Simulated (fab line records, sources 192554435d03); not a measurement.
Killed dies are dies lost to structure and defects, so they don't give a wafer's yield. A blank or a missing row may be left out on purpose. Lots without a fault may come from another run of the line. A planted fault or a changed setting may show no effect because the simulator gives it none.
Chamber matching | flow n5_finfet | N5_BEOL_M0_SAQP_SPACER2_ETCHBACK_27 on rie_diel-05: 4 sister chambers
The step etches SiO2 in CHF3/O2, target depth 22.5 nm, time 11.25 s. 18 wafers are shown with their chamber, then 9 later ones without.

WAFERS WITH THEIR CHAMBER
wafer  | chamber | drypump_motor_current_A (A) | showerhead_plenum_p_Torr (Torr) | throttle_valve_pct (%)
L079.1 | 2       | 4.8                         | 2.47                            | 18.79
L079.2 | 3       | 6.1                         | 2.41                            | 18.77
L079.6 | 2       | 4.8                         | 2.47                            | 18.80
L080.1 | 2       | 4.8                         | 2.47                            | 18.80
L080.3 | 3       | 6.1                         | 2.41                            | 18.76
L080.6 | 2       | 4.8                         | 2.47                            | 18.80
L081.3 | 3       | 6.1                         | 2.41                            | 18.78
L081.4 | 2       | 4.9                         | 2.47                            | 18.79
L081.5 | 3       | 6.1                         | 2.41                            | 18.77
L082.2 | 0       | 5.6                         | 2.39                            | 19.00
L082.3 | 3       | 6.1                         | 2.41                            | 18.78
L082.5 | 2       | 4.8                         | 2.47                            | 18.80
L084.1 | 2       | 4.8                         | 2.47                            | 18.80
L084.3 | 3       | 6.1                         | 2.41                            | 18.77
L084.6 | 2       | 4.8                         | 2.47                            | 18.81
L086.3 | 1       | 6.5                         | 2.37                            | 18.66
L086.4 | 3       | 6.1                         | 2.40                            | 18.79
L086.5 | 2       | 4.8                         | 2.47                            | 18.81

SIGNATURES (means of the wafers above)
reading                  | chamber 0 | chamber 1 | chamber 2 | chamber 3 | scatter within a chamber
drypump_motor_current_A  | 5.600     | 6.500     | 4.811     | 6.100     | 0.0252
showerhead_plenum_p_Torr | 2.3900    | 2.3700    | 2.4700    | 2.4086    | 0.00247
throttle_valve_pct       | 19.0000   | 18.6600   | 18.8000   | 18.7743   | 0.00833
Rule: a wafer's distance from a chamber is the root of the sum, over the readings, of the square of ((its reading less the chamber's mean) divided by the reading's scatter). The wafer belongs to the nearest chamber; if the next one is less than 2 further off, it can't be placed. The scatter: the root of (the sum of the squares of (reading less its chamber's mean) over the shown wafers, divided by (wafers less chambers)).

WAFERS WITHOUT THEIR CHAMBER
wafer  | drypump_motor_current_A (A) | showerhead_plenum_p_Torr (Torr) | throttle_valve_pct (%)
L087.3 | 4.8                         | 2.47                            | 18.82
L087.5 | 6.5                         | 2.37                            | 18.67
L087.6 | 5.6                         | 2.38                            | 19.00
L093.1 | 6.1                         | 2.40                            | 18.78
L093.4 | 4.9                         | 2.46                            | 18.83
L093.5 | 5.6                         | 2.38                            | 19.03
L095.2 | 4.9                         | 2.46                            | 18.85
L095.3 | 6.1                         | 2.40                            | 18.81
L095.5 | 4.9                         | 2.46                            | 18.85

WHICH CHAMBER EACH WENT THROUGH
wafer  | from the rows above | in truth
L087.3 | 2                   | 2
L087.5 | 1                   | 1
L087.6 | 0                   | 0
L093.1 | 3                   | 3
L093.4 | 2                   | 2
L093.5 | 0                   | 0
L095.2 | 2                   | 2
L095.3 | 3                   | 3
L095.5 | 2                   | 2
Placed correctly: 9 of 9. Can't be placed from these rows: 0. Placed wrongly: 0.
